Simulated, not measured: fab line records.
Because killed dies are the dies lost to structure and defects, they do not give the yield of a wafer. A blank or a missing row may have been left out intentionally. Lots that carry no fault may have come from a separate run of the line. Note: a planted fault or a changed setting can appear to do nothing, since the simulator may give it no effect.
Problem report in the 8D (eight disciplines) form, filled by code    flow n5 finfet    the parts of the form that need people (team, actions taken, sign-off) are left out

== 1. WHAT WENT WRONG ==
head pressure psi at N5_BEOL_M1_CMP_52 reads a mean of 0.7095 psi on 2 wafers of 1 lot; wafers without a fault read 1.0001 psi with a standard deviation of 0.0023. So: -99 or more standard deviations from the usual mean.
The step: polishes, stops on SiOC, t overpolish 6.8 s, target thk 40 nm.
First observed at day 9 22:18: wafer L737.4, on cmp-02. Wafers with a number at this step in the record: 27, from 9 lots. The rule behind "out" and "out of limits": a value lying over 4 standard deviations away from the usual mean. All remaining wafers that have a number are taken as sound.

== 2. WHAT IT IS AND WHAT IT IS NOT ==
question                     is                                                             is not
which readings at this step  head pressure psi, barrier field endpoint s, overpolish run s  time to endpoint s
which lots                   L737                                                           L726, L728, L729, L740, L742, L745, L747, L748
which wafers of those lots   L737.4, L737.6                                                 L737.2
read on which tools          cmp-02                                                         cmp-04
when                         from day 9 22:18                                               up to then (10 sound wafers); but 15 sound wafers of L740, L742, L745, L747, L748 came after

== 3. THE SUSPECTS, EACH WITH WHAT RULES IT OUT ==
Counting: a tool at a process step up to the reading stays a suspect if it ran every lot that is out. Sound lots after the first of them don't rule it out here, since some wafers of a struck lot are sound.
- pvd sputter-02 at N5_BEOL_M1_ANNEAL_87 (time 240 s): kept. It ran the lot that is out, L737 (day 9 20:42).
- pvd sputter-02 at N5_BEOL_M1_ANNEAL_89 (time 240 s): kept. It ran the lot that is out, L737 (day 9 20:55).
- pvd sputter-02 at N5_BEOL_M1_ANNEAL_91 (time 240 s): kept. It ran the lot that is out, L737 (day 9 21:08).
- cmp-02 at N5_BEOL_M1_CMP_52 (polishes, stops on SiOC, t overpolish 6.8 s, target thk 40 nm): kept. It processed L737, the lot that is out, at day 9 22:18, and its most recent sound lot before then was L729 at day 7 07:19. On those wafers its own readings are out: barrier field endpoint s, head pressure psi, overpolish run s.
- At N5_BEOL_M1_CMP_52 on cmp-02, chamber 3 took the sound wafers of the same lots and chamber 2 took the wafers that are out.
Left after counting: pvd sputter-02 at N5_BEOL_M1_ANNEAL_87, pvd sputter-02 at N5_BEOL_M1_ANNEAL_89, pvd sputter-02 at N5_BEOL_M1_ANNEAL_91, cmp-02 at N5_BEOL_M1_CMP_52.

== 4. THE CAUSE (what the simulator had put in) ==
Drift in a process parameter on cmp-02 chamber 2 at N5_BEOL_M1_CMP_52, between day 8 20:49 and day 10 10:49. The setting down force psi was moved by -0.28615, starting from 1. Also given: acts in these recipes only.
This tool is one of the 4 suspects left after counting.

== 5. SEQUENCE OF EFFECTS, ordered by route ==
Each row: a reading whose mean over the struck wafers that have a number lies more than 3 standard deviations from the usual. Scope: only readings with a usual standard deviation given in the record; hours: median across lots of the time from each lot's start at the first step in this table that gives one to its start at this step; sigmas: change in usual standard deviations.
hours  step               reading                   usual       on struck wafers  change   sigmas
0      N5_BEOL_M1_CMP_52  barrier field endpoint s  24.7 s      35.0              +10.3    +16
0      N5_BEOL_M1_CMP_52  head pressure psi         1.0001 psi  0.7095            -0.2906  -99 or more
0      N5_BEOL_M1_CMP_52  overpolish run s          6.802 s     6.134             -0.668   -69
Its process steps:
- N5_BEOL_M1_CMP_52: polishes, stops on SiOC, t overpolish 6.8 s, target thk 40 nm.
Later steps that measure or inspect, where all struck wafers having a row at the step show a number for every such reading and not one has moved that far: N5_BEOL_M4_RC_MEAS_101.

== 6. HOW IT WOULD HAVE BEEN CAUGHT EARLIER ==
25 hours passed between the start of the fault at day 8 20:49 and the first reading out of limits in this record, taken at day 9 22:18.
